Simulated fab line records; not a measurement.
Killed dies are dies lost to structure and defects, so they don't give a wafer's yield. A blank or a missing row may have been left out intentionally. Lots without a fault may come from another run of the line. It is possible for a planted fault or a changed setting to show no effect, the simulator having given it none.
Chamber matching -- flow nand-harc -- NHARC_A_STAIRCASE_DEP_151 on pecvd-03 has 3 sister chambers
The step deposits SiO2, target thk 7200 nm. 6 wafers are shown with their chamber, then 10 later ones without.

## WAFERS PAIRED WITH THEIR CHAMBERS
wafer,chamber,heater-power-w (W)
L081.1,1,724
L084.1,1,656
L084.3,2,652
L084.5,0,460
L091.2,2,658
L091.3,0,573

## WAFERS WITH NO CHAMBER GIVEN
wafer,heater-power-w (W)
L091.4,591
L092.4,610
L092.5,583
L092.6,451
L093.2,719
L093.3,598
L093.6,448
L094.1,490
L094.4,578
L094.5,587

## WHICH CHAMBER EACH ONE RAN IN
wafer,from the rows above,in truth
L091.4,can't be placed: 2 or 0 or 1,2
L092.4,can't be placed: 2 or 1 or 0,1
L092.5,can't be placed: 0 or 2 or 1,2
L092.6,0,0
L093.2,can't be placed: 1 or 2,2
L093.3,can't be placed: 2 or 0 or 1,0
L093.6,0,0
L094.1,0,0
L094.4,can't be placed: 0 or 2 or 1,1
L094.5,can't be placed: 2 or 0 or 1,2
3 of 10 placed correctly. Can't be placed from these rows: 7 (the true chamber is among the candidates in 7). Placed wrongly: 0.
How it was worked out, from the rows above alone: a wafer's distance from a chamber is the root of the sum, over the readings, of the square of ((its reading less the chamber's mean) divided by the reading's scatter). If the next closest chamber is less than 2 further off than the closest, the wafer can't be placed; otherwise it belongs to the closest. A chamber's mean is the mean of its shown wafers. The scatter is the square root of a quotient: the sum, over the shown wafers, of each reading's squared deviation from its chamber's mean, divided by wafers minus chambers.
